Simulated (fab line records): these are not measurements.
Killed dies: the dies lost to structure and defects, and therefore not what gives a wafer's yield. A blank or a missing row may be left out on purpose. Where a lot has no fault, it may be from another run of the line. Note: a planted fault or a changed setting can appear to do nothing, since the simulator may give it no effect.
fab line records	flow n5Finfet
record: lots: 7	wafers: 21
route steps=1938 shown HKMG_FIN@396 GATE_CUT@469 MOL_CONTACT_COAG@565 BEOL_M0_SAQP@637 BEOL_M0@715
startH: hours from the record's first day to the start of the lot's first wafer shown	waitH: how many hours have passed since the lot's step before this one	" repeats the value in the row above	L1.1+2: a row that stands for several wafers	- either no value or no given start	* or withheld: withheld	< > ~ a bound
route shown NAME@n: NAME is a module with steps in the file, n the number in the route of the first one	usual: the fault-free wafers' mean and standard deviation	same: alike in all rows	chamber/n: place in a boat	sites: each site's reading	_std_site: how widely they spread, as a standard deviation	_edge_site: the outer-site mean with the inner-site mean subtracted	radiusMm: for every site, how far away it sits from the centre of the wafer	mask NAME#n: copy n	behind: the tool/chamber that last shaped the wafer	hold: cause of the lot's hold/its duration in hours/its outcome	device: the n, p or np transistor that did not switch	end of line: the route-end tests of the same wafers	where a step has no rows: the recipe by itself	killed: the dies lost at the first sort to structure and to defects; this is not the yield of the wafer	map: a wafer's dies, x killed, . not, _ none there
set.NAME: the setting that was run; set.NAME@STEP: the one run at that earlier step	model.NAME: the simulator's own value behind a step, which no gauge read
lots whose settings were changed on purpose; a table a step, a row a wafer
== steps ==
step: N5_HKMG_FIN_PEB_47
recipe: pebTempC: withheld	pebTimeS: 60	resist: CAR-ArF
lot.wafer	tool	chamber	startH	waitH	set.pebTimeS
L078.3+4	lithoTrack-03	0	93.55	0.0	54.31
L078.6	"	0	"	"	60
L084.1+5	lithoTrack-04	0	137.60	0.1	53.59
L084.3	"	0	"	"	60
L085.2+5	lithoTrack-04	0	138.01	0.0	55.56
L085.3	"	0	"	"	60
L087.1+2+6	lithoTrack-03	0	155.74	0.1	60
L091.1+3+5	lithoTrack-03	0	179.58	0.1	60
L096.1+5	lithoTrack-04	0	204.98	0.1	60
L096.4	"	0	"	"	69.25
L097.1+2+4	lithoTrack-03	0	213.41	0.1	60
step: N5_HKMG_FIN_DEVELOP_48
recipe: developTimeS: 30	developer: TMAH	resist: CAR-ArF	rinseLiquid: diw	dry: airSpin	devTempC: 23
lot.wafer	tool	chamber	startH	waitH	set.spinRpm@HKMG_FIN_COAT_43	model.CAR-ArF_of_HKMG_FIN_COAT_43.thkNm
L078.3	lithoTrack-03	0	-	-	1380	92
L078.4	"	0	"	"	1380	92.2
L078.6	"	0	"	"	1500	88.2
L084.1+3	lithoTrack-04	0	-	-	1500	88.8
L084.5	"	0	"	"	1500	88.6
L085.2	lithoTrack-04	0	-	-	1500	88.6
L085.3+5	"	0	"	"	1640	84.6
L087.1+2	lithoTrack-03	0	-	-	1500	88.2
L087.6	"	0	"	"	1500	88.4
L091.1+3	lithoTrack-03	0	-	-	1500	89
L091.5	"	0	"	"	1500	89.2
L096.1	lithoTrack-04	0	-	-	1500	88.6
L096.4	"	0	"	"	1644	84.8
L096.5	"	0	"	"	1644	84.6
L097.1+2	lithoTrack-03	0	-	-	1500	88.2
L097.4	"	0	"	"	1500	88
step: N5_HKMG_FIN_CD_MEAS_49
recipe: targetCdNm: 202	landingEnergyEv: 500	detector: seInlens	polarity: opening
usual: cdNm: 202.0/0.61
lot.wafer	tool	chamber	startH	waitH	set.pebTimeS@HKMG_FIN_PEB_47	cdNm
L078.3	cdSem-01	0	93.62	-	54.31	198.5
L078.4	"	0	"	"	54.31	199.2
L078.6	"	0	"	"	60	203.0
L084.1	cdSem-01	0	137.66	-	53.59	198.9
L084.3	"	0	"	"	60	202.5
L084.5	"	0	"	"	53.59	197.7
L085.2	cdSem-03	0	138.08	-	55.56	199.5
L085.3	"	0	"	"	60	202.2
L085.5	"	0	"	"	55.56	200.2
L087.1	cdSem-02	0	155.81	-	60	202.3
L087.2	"	0	"	"	60	202.7
L087.6	"	0	"	"	60	201.5
L091.1	cdSem-03	0	179.65	-	60	201.9
L091.3	"	0	"	"	60	201.5
L091.5	"	0	"	"	60	202.7
L096.1	cdSem-01	0	205.05	-	60	202.4
L096.4	"	0	"	"	69.25	206.2
L096.5	"	0	"	"	60	201.5
L097.1	cdSem-03	0	213.48	-	60	201.7
L097.2	"	0	"	"	60	201.7
L097.4	"	0	"	"	60	202.1
step: N5_HKMG_FIN_DESCUM_53
recipe: chemistry: O2	timeS: 7.9	sourcePowerW: 50	biasPowerW: 20	pressureMtorr: 20	rfFrequencyHz: 2.712e+07	tempC: 40	resist: CAR-ArF	o2FlowSccm: 225
step: N5_HKMG_FIN_ETCH_54
recipe: chemistry: CF4	target: SiARC	targetDepthA: 455	maskMaterial: CAR-ArF	timeS: 75.8	ionEnergyEv: 80	pressureMtorr: 40	sourceW: 545	biasW: 36	Ar_flow_sccm: 100	cf4FlowSccm: 100	ends: cleared
lot.wafer	tool	chamber	startH	waitH	set.spinRpm@HKMG_FIN_COAT_43	model.CAR-ArF_of_HKMG_FIN_COAT_43.thkNm
L078.3	rieDiel-04	1	93.74	0.0	1380	54.4
L078.4	"	0	"	"	1380	54.6
L078.6	"	1	"	"	1500	50.8
L084.1+3	rieDiel-06	0,2	137.97	0.0	1500	51.4
L084.5	"	1	"	"	1500	51
L085.2	rieDiel-05	0	138.20	0.0	1500	51
L085.3+5	"	1,0	"	"	1640	47.2
L087.1+6	rieDiel-05	2,1	156.26	0.0	1500	50.8
L087.2	"	1	"	"	1500	50.6
L091.1	rieDiel-06	2	179.92	0.0	1500	51.4
L091.3	"	3	"	"	1500	51.6
L091.5	"	3	"	"	1500	51.8
L096.1	rieDiel-04	1	206.03	0.0	1500	51.2
L096.4+5	"	3,2	"	"	1644	47.2
L097.1	rieDiel-06	3	213.61	0.0	1500	50.8
L097.2+4	"	1,0	"	"	1500	50.6
step: N5_GATE_CUT_ETCH_58
recipe: chemistry: CH3F/O2	target: SiNx	targetDepthA: 170	timeS: 128.6	ionEnergyEv: 50	pressureMtorr: 30	sourceW: 415	biasW: 21	Ar_flow_sccm: 150	CH3F_flow_sccm: 30	O2_flow_sccm: 20
lot.wafer	tool	chamber	startH	waitH	set.timeS	model.etch.depthNm
L078.3	rieDiel-01	2	102.15	0.0	128.6	16.93
L078.4	"	3	"	"	108	14.56
L078.6	"	0	"	"	108	14.37
L084.1	rieDiel-02	1	146.01	0.0	112.7	14.51
L084.3	"	3	"	"	128.6	17.07
L084.5	"	1	"	"	128.6	16.61
L085.2	rieDiel-01	1	146.43	0.0	128.6	16.69
L085.3	"	0	"	"	157.1	20.73
L085.5	"	2	"	"	128.6	16.6
L087.1	rieDiel-03	2	164.67	0.1	128.6	16.87
L087.2	"	1	"	"	128.6	16.58
L087.6	"	1	"	"	128.6	16.67
L091.1	rieDiel-02	2	188.35	0.0	105.5	13.29
L091.3	"	3	"	"	128.6	16.81
L091.5	"	1	"	"	105.5	13.46
L096.1	rieDiel-01	2	214.06	0.0	128.6	16.85
L096.4	"	1	"	"	128.6	16.8
L096.5	"	2	"	"	128.6	16.67
L097.1	rieDiel-03	3	222.29	0.2	128.6	16.1
L097.2	"	1	"	"	128.6	16.72
L097.4	"	0	"	"	156.1	20.14
step: N5_GATE_CUT_COAT_27
recipe: resist: underlayer	tempC: 205	timeS: 60	spinRpm: 1500	resistThkNm: 10
lot.wafer	tool	chamber	startH	waitH	set.spinRpm	model.underlayer_of_GATE_CUT_COAT_27.thkNm
L078.3+6	lithoTrack-03	0	-	-	1356	10.6
L078.4	"	0	"	"	1500	10
L085.2	lithoTrack-02	0	-	-	1500	10
L085.3+5	"	0	"	"	1420	10.2
L084.1+5	lithoTrack-03	0	-	-	1342	10.6
L084.3	"	0	"	"	1500	10
L087.1+2+6	lithoTrack-03	0	-	-	1500	10
L091.1+3+5	lithoTrack-02	0	-	-	1500	10
L096.1+4+5	lithoTrack-01	0	-	-	1608	9.6
L097.1+4	lithoTrack-03	0	-	-	1500	10
L097.2	"	0	"	"	1665	9.6
step: N5_GATE_CUT_COAT_07
recipe: resist: CAR-EUV	spinRpm: 1500	resistThkNm: 30
step: N5_GATE_CUT_EBR_09
recipe: solvent: PGMEA	ebrWidthMm: 1.5
step: N5_GATE_CUT_DESCUM_18
recipe: chemistry: O2	timeS: 7	sourcePowerW: 50	biasPowerW: 20	pressureMtorr: 20	rfFrequencyHz: 2.712e+07	tempC: 40	resist: CAR-EUV	o2FlowSccm: 225
step: N5_GATE_CUT_ETCH_28
recipe: chemistry: N2/H2	target: underlayer	targetDepthA: 130	maskMaterial: CAR-EUV	timeS: 10.4	ionEnergyEv: 200	pressureMtorr: 30	sourceW: 840	biasW: 150	n2FlowSccm: 200	h2FlowSccm: 200	ends: cleared
lot.wafer	tool	chamber	startH	waitH	set.spinRpm@GATE_CUT_COAT_27	model.etch.depthNm
L078.3	rieDiel-03	2	105.69	0.0	1356	10.55
L078.4	"	1	"	"	1500	10.03
L078.6	"	0	"	"	1356	10.59
L085.2	rieDiel-03	1	150.67	0.0	1500	9.969
L085.3	"	2	"	"	1420	10.24
L085.5	"	2	"	"	1420	10.29
L084.1	rieDiel-01	3	150.68	0.0	1342	10.65
L084.3	"	0	"	"	1500	10.04
L084.5	"	0	"	"	1342	10.61
L087.1+2	rieDiel-03	2,1	171.93	0.0	1500	10.09
L087.6	"	1	"	"	1500	10.06
L091.1	rieDiel-03	3	193.13	0.0	1500	9.988
L091.3	"	0	"	"	1500	10.04
L091.5	"	0	"	"	1500	9.984
L096.1	rieDiel-03	2	217.65	0.0	1608	9.668
L096.4	"	3	"	"	1608	9.642
L096.5	"	2	"	"	1608	9.683
L097.1	rieDiel-03	2	226.49	0.0	1500	10
L097.2	"	3	"	"	1665	9.507
L097.4	"	1	"	"	1500	10.01
step: N5_MOL_CONTACT_COAG_COAT_76
recipe: resist: SiARC	tempC: 220	timeS: 60	spinRpm: 1500	resistThkNm: 10
lot.wafer	tool	chamber	startH	waitH	set.spinRpm	model.SiARC_of_MOL_CONTACT_COAG_COAT_76.thkNm
L078.3+4+6	lithoTrack-05	0	-	-	1500	10
L085.2	lithoTrack-05	0	-	-	1603	9.6
L085.3+5	"	0	"	"	1500	10
L084.1+3	lithoTrack-01	0	-	-	1500	10
L084.5	"	0	"	"	1442	10.2
L087.1+2+6	lithoTrack-05	0	-	-	1500	10
L091.1+5	lithoTrack-05	0	-	-	1500	10
L091.3	"	0	"	"	1556	9.8
L096.1	lithoTrack-01	0	-	-	1347	10.6
L096.4	"	0	"	"	1500	10
L096.5	"	0	"	"	1347	10.4
L097.1	lithoTrack-04	0	-	-	1595	9.6
L097.2+4	"	0	"	"	1500	10
step: N5_MOL_CONTACT_COAG_COAT_77
recipe: resist: underlayer	tempC: 205	timeS: 60	spinRpm: 1500	resistThkNm: 10
step: N5_MOL_CONTACT_COAG_COAT_78
recipe: resist: CAR-EUV	spinRpm: 1500	resistThkNm: 40
step: N5_MOL_CONTACT_COAG_DESCUM_88
recipe: chemistry: O2	timeS: 7	sourcePowerW: 50	biasPowerW: 20	pressureMtorr: 20	rfFrequencyHz: 2.712e+07	tempC: 40	resist: CAR-EUV	o2FlowSccm: 225
step: N5_MOL_CONTACT_COAG_ETCH_89
recipe: chemistry: N2/H2	target: underlayer	targetDepthA: 130	maskMaterial: CAR-EUV	timeS: 10.4	ionEnergyEv: 200	pressureMtorr: 30	sourceW: 840	biasW: 150	n2FlowSccm: 200	h2FlowSccm: 200	ends: cleared
step: N5_MOL_CONTACT_COAG_ETCH_90
recipe: chemistry: CF4	target: SiARC	targetDepthA: 130	maskMaterial: CAR-EUV	timeS: 21.7	ionEnergyEv: 80	pressureMtorr: 40	sourceW: 545	biasW: 36	Ar_flow_sccm: 100	cf4FlowSccm: 100	ends: cleared
lot.wafer	tool	chamber	startH	waitH	set.spinRpm@MOL_CONTACT_COAG_COAT_76	model.etch.depthNm
L078.3+6	rieDiel-05	3,2	117.17	0.0	1500	10.03
L078.4	"	1	"	"	1500	10.02
L085.2	rieDiel-06	1	162.21	0.0	1603	9.665
L085.3	"	3	"	"	1500	9.983
L085.5	"	3	"	"	1500	10.01
L084.1	rieDiel-04	1	165.10	0.0	1500	10.05
L084.3	"	0	"	"	1500	10.06
L084.5	"	2	"	"	1442	10.23
L087.1	rieDiel-06	3	186.93	0.0	1500	10
L087.2	"	0	"	"	1500	9.994
L087.6	"	2	"	"	1500	10.02
L091.1	rieDiel-04	0	209.92	0.0	1500	10.01
L091.3	"	1	"	"	1556	9.827
L091.5	"	2	"	"	1500	9.993
L096.1	rieDiel-04	1	232.48	0.0	1347	10.51
L096.4	"	0	"	"	1500	9.989
L096.5	"	2	"	"	1347	10.5
L097.1	rieDiel-04	2	242.99	0.0	1595	9.695
L097.2	"	0	"	"	1500	9.97
L097.4	"	0	"	"	1500	10.01
step: N5_MOL_CONTACT_COAG_COAT_63
recipe: resist: SiARC	tempC: 220	timeS: 60	spinRpm: 1500	resistThkNm: 10
lot.wafer	tool	chamber	startH	waitH	set.spinRpm	model.SiARC_of_MOL_CONTACT_COAG_COAT_63.thkNm
L078.3+6	lithoTrack-05	0	-	-	1339	10.6
L078.4	"	0	"	"	1500	10
L085.2+5	lithoTrack-04	0	-	-	1500	10
L085.3	"	0	"	"	1457	10.2
L084.1	lithoTrack-01	0	-	-	1500	10
L084.3+5	"	0	"	"	1392	10.4
L087.1+2+6	lithoTrack-05	0	-	-	1500	10
L091.1+5	lithoTrack-05	0	-	-	1500	10
L091.3	"	0	"	"	1442	10.2
L096.1+4	lithoTrack-01	0	-	-	1554	9.8
L096.5	"	0	"	"	1500	10
L097.1+2+4	lithoTrack-04	0	-	-	1500	10
step: N5_MOL_CONTACT_COAG_COAT_64
recipe: resist: underlayer	tempC: 205	timeS: 60	spinRpm: 1500	resistThkNm: 10
step: N5_MOL_CONTACT_COAG_COAT_34
recipe: resist: CAR-EUV	spinRpm: 1500	resistThkNm: 40
step: N5_MOL_CONTACT_COAG_DESCUM_45
recipe: chemistry: O2	timeS: 7	sourcePowerW: 50	biasPowerW: 20	pressureMtorr: 20	rfFrequencyHz: 2.712e+07	tempC: 40	resist: CAR-EUV	o2FlowSccm: 225
step: N5_MOL_CONTACT_COAG_ETCH_65
recipe: chemistry: N2/H2	target: underlayer	targetDepthA: 130	maskMaterial: CAR-EUV	timeS: 10.4	ionEnergyEv: 200	pressureMtorr: 30	sourceW: 840	biasW: 150	n2FlowSccm: 200	h2FlowSccm: 200	ends: cleared
step: N5_MOL_CONTACT_COAG_ETCH_66
recipe: chemistry: CF4	target: SiARC	targetDepthA: 130	maskMaterial: CAR-EUV	timeS: 21.7	ionEnergyEv: 80	pressureMtorr: 40	sourceW: 545	biasW: 36	Ar_flow_sccm: 100	cf4FlowSccm: 100	ends: cleared
lot.wafer	tool	chamber	startH	waitH	set.spinRpm@MOL_CONTACT_COAG_COAT_63	model.etch.depthNm
L078.3	rieDiel-04	0	118.54	0.0	1339	10.63
L078.4	"	3	"	"	1500	10
L078.6	"	1	"	"	1339	10.61
L085.2+5	rieDiel-04	3,0	163.60	0.0	1500	10.07
L085.3	"	0	"	"	1457	10.22
L084.1	rieDiel-06	3	171.63	0.0	1500	9.992
L084.3	"	0	"	"	1392	10.39
L084.5	"	1	"	"	1392	10.38
L087.1+6	rieDiel-04	0,3	188.58	0.0	1500	10.04
L087.2	"	2	"	"	1500	10.07
L091.1	rieDiel-05	2	211.36	0.0	1500	10
L091.3	"	0	"	"	1442	10.22
L091.5	"	2	"	"	1500	9.994
L096.1	rieDiel-06	2	233.96	0.0	1554	9.814
L096.4	"	1	"	"	1554	9.776
L096.5	"	0	"	"	1500	9.981
L097.1	rieDiel-05	1	244.41	0.0	1500	9.979
L097.2	"	2	"	"	1500	9.982
L097.4	"	1	"	"	1500	10.02
step: N5_MOL_CONTACT_COAG_ALD_133
recipe: material: SiO2	targetThkA: 50	tempC: 100	aldPrecursorFamily: BDEAS	aldCoReactant: O2-plasma	pulseTimeS: 1	coReactantPulseTimeS: 1	purgeTimeS: 2	coReactantPurgeTimeS: 2	aldCycles: 35	pressureTorr: 2
step: N5_MOL_CONTACT_COAG_ETCHBACK_134
recipe: chemistry: CHF3	target: SiO2	targetDepthA: 100	timeS: 6.7	ionEnergyEv: 200	pressureMtorr: 30	sourceW: 610	biasW: 170	Ar_flow_sccm: 200	CHF3_flow_sccm: 50
step: N5_MOL_CONTACT_COAG_ETCH_67
recipe: chemistry: N2/H2	target: SOC	targetDepthA: 600	overetchA: 210	maskMaterial: SiARC	tempC: 40	timeS: 101.2	ionEnergyEv: 200	pressureMtorr: 30	sourceW: 840	biasW: 150	n2FlowSccm: 200	h2FlowSccm: 200
lot.wafer	tool	chamber	startH	waitH	set.spinRpm@MOL_CONTACT_COAG_COAT_63	model.SiARC_of_MOL_CONTACT_COAG_COAT_63.thkNm
L078.3+6	rieDiel-05	3,0	118.83	0.0	1339	6.6
L078.4	"	2	"	"	1500	5.6
L085.2	rieDiel-04	2	163.89	0.0	1500	5.8
L085.3	"	1	"	"	1457	6.2
L085.5	"	1	"	"	1500	6
L084.1	rieDiel-06	3	172.29	0.0	1500	5.8
L084.3	"	1	"	"	1392	6
L084.5	"	3	"	"	1392	6.2
L087.1+2+6	rieDiel-06	3,0,3	188.95	0.0	1500	5.8
L091.1	rieDiel-05	3	211.92	0.0	1500	5.8
L091.3	"	1	"	"	1442	6
L091.5	"	2	"	"	1500	5.6
L096.1+4	rieDiel-06	1,3	234.25	0.0	1554	5.6
L096.5	"	2	"	"	1500	6
L097.1+2+4	rieDiel-06	2,3,0	245.05	0.0	1500	5.8
step: N5_BEOL_M0_SAQP_PECVD_97
recipe: material: SiNx	targetThkA: 230	tempC: 350	precursor: SiH4/NH3/N2	pressureTorr: 1.5	rfW: 300	timeS: 19.9
lot.wafer	tool	chamber	startH	waitH	set.timeS	model.SiNx_of_BEOL_M0_SAQP_PECVD_97.thkNm
L078.3	pecvd-03	1	125.81	0.0	18.53	21.4
L078.4	"	0	"	"	18.53	21.2
L078.6	"	2	"	"	19.9	23.2
L085.2	pecvd-02	2	171.14	0.0	19.9	22.8
L085.3	"	1	"	"	19.9	23.4
L085.5	"	1	"	"	21.15	25.2
L084.1+3	pecvd-03	1,2	177.45	0.0	19.9	22.8
L084.5	"	0	"	"	19.9	23.2
L087.1	pecvd-02	1	197.32	0.0	19.9	23
L087.2	"	0	"	"	19.9	22.2
L087.6	"	2	"	"	19.9	22.8
L091.1	pecvd-02	1	219.95	0.0	19.9	23
L091.3+5	"	0,1	"	"	21.86	25.4
L096.1	pecvd-04	2	239.59	0.0	21.68	25.2
L096.4	"	1	"	"	19.9	23
L096.5	"	2	"	"	19.9	23.6
L097.1	pecvd-04	0	250.06	0.0	22.74	26
L097.2	"	1	"	"	22.74	25.8
L097.4	"	2	"	"	19.9	23
step: N5_BEOL_M0_SAQP_PECVD_04
recipe: material: a-Si	targetThkA: 600	tempC: 350	precursor: SiH4/He	pressureTorr: 3	rfW: 100	timeS: 60.2
step: N5_BEOL_M0_SAQP_HM_OPEN_112
recipe: chemistry: CHF3/O2	target: SiO2	stopOn: a-Si	targetDepthA: 120	overEtchFrac: 1.25	maskMaterial: SOC	timeS: 13.5	pressureMtorr: 30	sourceW: 650	biasW: 170	Ar_flow_sccm: 200	CHF3_flow_sccm: 50	O2_flow_sccm: 5	ionEnergyEv: 200	ends: endPoint
step: N5_BEOL_M0_SAQP_STRIP_113
recipe: chemistry: CHF3/O2	resist: SiARC	rfFrequencyHz: 6e+07
step: N5_BEOL_M0_SAQP_MANDREL_ETCH_20
recipe: targetDepthA: 600	chemistry: HBr/Cl2	target: a-Si	stopOn: SiNx	btTimeS: 10	maskMaterial: SOC	overEtchFrac: 0.5	timeS: 30	pressureMtorr: 10	icpW: 800	biasW: 75	HBr_flow_sccm: 150	Cl2_flow_sccm: 80	ends: endPoint
lot.wafer	tool	chamber	startH	waitH	set.timeS@BEOL_M0_SAQP_PECVD_97	model.SiNx_of_BEOL_M0_SAQP_PECVD_97.thkNm
L078.3	rieSi-05	3	126.81	0.0	18.53	16.6
L078.4	"	1	"	"	18.53	16.4
L078.6	"	1	"	"	19.9	18.6
L085.2	rieSi-06	3	172.84	0.0	19.9	18.4
L085.3	"	0	"	"	19.9	18.8
L085.5	"	2	"	"	21.15	20.6
L084.1+3	rieSi-05	0,3	178.47	0.0	19.9	18.2
L084.5	"	0	"	"	19.9	18.4
L087.1	rieSi-06	0	198.30	0.0	19.9	18.4
L087.2	"	3	"	"	19.9	17.6
L087.6	"	1	"	"	19.9	18
L091.1	rieSi-05	0	220.86	0.0	19.9	18.2
L091.3+5	"	2	"	"	21.86	21
L096.1	rieSi-06	3	240.57	0.0	21.68	20.6
L096.4	"	0	"	"	19.9	18.2
L096.5	"	2	"	"	19.9	19
L097.1	rieSi-06	0	251.04	0.0	22.74	21.2
L097.2	"	1	"	"	22.74	21
L097.4	"	3	"	"	19.9	18.4
step: N5_BEOL_M0_ETCH_138
recipe: chemistry: CH3F/O2	targetDepthA: 120	target: SiCN	timeS: 31.6	ionEnergyEv: 120	pressureMtorr: 30	sourceW: 395	biasW: 75	Ar_flow_sccm: 150	CH3F_flow_sccm: 30	O2_flow_sccm: 20	ends: cleared
usual: rfVppV: 298.4/1.5
lot.wafer	tool	chamber	startH	waitH	set.sourceW	rfVppV
L078.3	rieDiel-04	0	132.04	0.0	342.7	311.1
L078.4	"	3	"	"	395	296.5
L078.6	"	3	"	"	395	297.8
L085.2	rieDiel-06	2	179.10	0.0	395	298.0
L085.3	"	1	"	"	447.4	286.2
L085.5	"	0	"	"	447.4	286.9
L084.1	rieDiel-04	2	183.43	0.0	395	300.5
L084.3	"	3	"	"	341.4	312.3
L084.5	"	1	"	"	341.4	313.0
L087.1	rieDiel-05	2	203.76	0.0	395	296.3
L087.2	"	1	"	"	395	299.7
L087.6	"	3	"	"	395	300.1
L091.1	rieDiel-05	1	227.12	0.0	333.3	315.5
L091.3	"	3	"	"	333.3	315.2
L091.5	"	0	"	"	395	300.6
L096.1	rieDiel-04	3	246.46	0.0	395	297.2
L096.4	"	2	"	"	395	299.4
L096.5	"	3	"	"	395	297.8
L097.1	rieDiel-05	0	256.20	0.0	426.1	291.7
L097.2	"	1	"	"	395	299.7
L097.4	"	1	"	"	395	299.8
== key ==
split: step: N5_HKMG_FIN_PEB_47	setting: pebTimeS	stated: 60	by: wafer
response: step: N5_HKMG_FIN_CD_MEAS_49	reading: cdNm	change: +0.339	per: 1%	r: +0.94
split: step: N5_GATE_CUT_ETCH_58	setting: timeS	stated: 128.6	by: wafer
response: step: N5_GATE_CUT_ETCH_58	reading: model.etch.depthNm	change: +0.179	per: 1%	r: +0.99
split: step: N5_GATE_CUT_COAT_27	setting: spinRpm	stated: 1500	by: wafer
response: step: N5_GATE_CUT_COAT_27	reading: model.underlayer_of_GATE_CUT_COAT_27.thkNm	change: -0.0498	per: 1%	r: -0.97
response: step: N5_GATE_CUT_ETCH_28	reading: model.etch.depthNm	change: -0.0525	per: 1%	r: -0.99
split: step: N5_MOL_CONTACT_COAG_COAT_76	setting: spinRpm	stated: 1500	by: wafer
response: step: N5_MOL_CONTACT_COAG_COAT_76	reading: model.SiARC_of_MOL_CONTACT_COAG_COAT_76.thkNm	change: -0.054	per: 1%	r: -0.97
response: step: N5_MOL_CONTACT_COAG_ETCH_90	reading: model.etch.depthNm	change: -0.0488	per: 1%	r: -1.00
split: step: N5_MOL_CONTACT_COAG_COAT_63	setting: spinRpm	stated: 1500	by: wafer
response: step: N5_MOL_CONTACT_COAG_COAT_63	reading: model.SiARC_of_MOL_CONTACT_COAG_COAT_63.thkNm	change: -0.056	per: 1%	r: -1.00
response: step: N5_MOL_CONTACT_COAG_ETCH_66	reading: model.etch.depthNm	change: -0.0559	per: 1%	r: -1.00
response: step: N5_MOL_CONTACT_COAG_ETCH_67	reading: model.SiARC_of_MOL_CONTACT_COAG_COAT_63.thkNm	change: -0.0805	per: 1%	r: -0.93
split: step: N5_BEOL_M0_SAQP_PECVD_97	setting: timeS	stated: 19.9	by: wafer
response: step: N5_BEOL_M0_SAQP_PECVD_97	reading: model.SiNx_of_BEOL_M0_SAQP_PECVD_97.thkNm	change: +0.232	per: 1%	r: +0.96
response: step: N5_BEOL_M0_SAQP_MANDREL_ETCH_20	reading: model.SiNx_of_BEOL_M0_SAQP_PECVD_97.thkNm	change: +0.237	per: 1%	r: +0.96
split: step: N5_BEOL_M0_ETCH_138	setting: sourceW	stated: 395	by: wafer
response: step: N5_BEOL_M0_ETCH_138	reading: rfVppV	change: -0.946	per: 1%	r: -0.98
split outsideThisFile step=N5_HKMG_FIN_COAT_43 setting=spinRpm
split outsideThisFile: this setting was split too, and the file shows its column; the key of that split is in another file
